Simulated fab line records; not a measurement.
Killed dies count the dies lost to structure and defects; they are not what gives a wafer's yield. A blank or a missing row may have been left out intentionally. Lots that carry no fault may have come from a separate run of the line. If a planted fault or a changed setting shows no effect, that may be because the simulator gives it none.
Chamber matching || flow n5 finfet || N5_BEOL_M8_ALD_77 on ald metal-02 has 4 sister chambers
The step deposits TaN, target thk 2 nm, pulse time 2 s, purge time 3 s. 4 wafers are shown with their chamber, then 11 later ones without.

== WAFERS, EACH WITH ITS CHAMBER ==
{"wafer": "L084.6", "chamber": 0, "heater power w (W)": 445}
{"wafer": "L085.4", "chamber": 2, "heater power w (W)": 485}
{"wafer": "L087.4", "chamber": 1, "heater power w (W)": 387}
{"wafer": "L090.1", "chamber": 3, "heater power w (W)": 449}

== WAFERS WITHOUT THEIR CHAMBER ==
{"wafer": "L090.4", "heater power w (W)": 437}
{"wafer": "L090.5", "heater power w (W)": 468}
{"wafer": "L093.1", "heater power w (W)": 389}
{"wafer": "L093.2", "heater power w (W)": 475}
{"wafer": "L093.3", "heater power w (W)": 442}
{"wafer": "L094.2", "heater power w (W)": 470}
{"wafer": "L094.4", "heater power w (W)": 440}
{"wafer": "L094.5", "heater power w (W)": 481}
{"wafer": "L092.2", "heater power w (W)": 400}
{"wafer": "L092.4", "heater power w (W)": 481}
{"wafer": "L092.6", "heater power w (W)": 457}

== WHICH CHAMBER EACH ONE RAN IN ==
{"wafer": "L090.4", "from the rows above": "can't be placed: 0 or 3", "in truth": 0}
{"wafer": "L090.5", "from the rows above": "can't be placed: 2 or 3 or 0", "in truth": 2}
{"wafer": "L093.1", "from the rows above": 1, "in truth": 1}
{"wafer": "L093.2", "from the rows above": "can't be placed: 2 or 3", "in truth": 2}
{"wafer": "L093.3", "from the rows above": "can't be placed: 0 or 3", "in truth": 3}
{"wafer": "L094.2", "from the rows above": "can't be placed: 2 or 3 or 0", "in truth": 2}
{"wafer": "L094.4", "from the rows above": "can't be placed: 0 or 3", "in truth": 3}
{"wafer": "L094.5", "from the rows above": 2, "in truth": 2}
{"wafer": "L092.2", "from the rows above": 1, "in truth": 1}
{"wafer": "L092.4", "from the rows above": 2, "in truth": 2}
{"wafer": "L092.6", "from the rows above": "can't be placed: 3 or 0", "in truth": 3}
Correctly placed: 4 of 11. These rows do not allow placing 7 (true chamber among the candidates in 7). Placed wrongly: 0.
How it was worked out, from the rows above alone: a wafer's distance from a chamber is the root of the sum, over the readings, of the square of ((its reading less the chamber's mean) divided by the reading's scatter). If the next closest chamber is less than 2 further off than the closest, the wafer can't be placed; otherwise it belongs to the closest. A chamber's mean is the mean of its shown wafers. The scatter: with one shown wafer a chamber, the root of the mean of the squares of how far each hidden wafer lies from its nearest shown one.
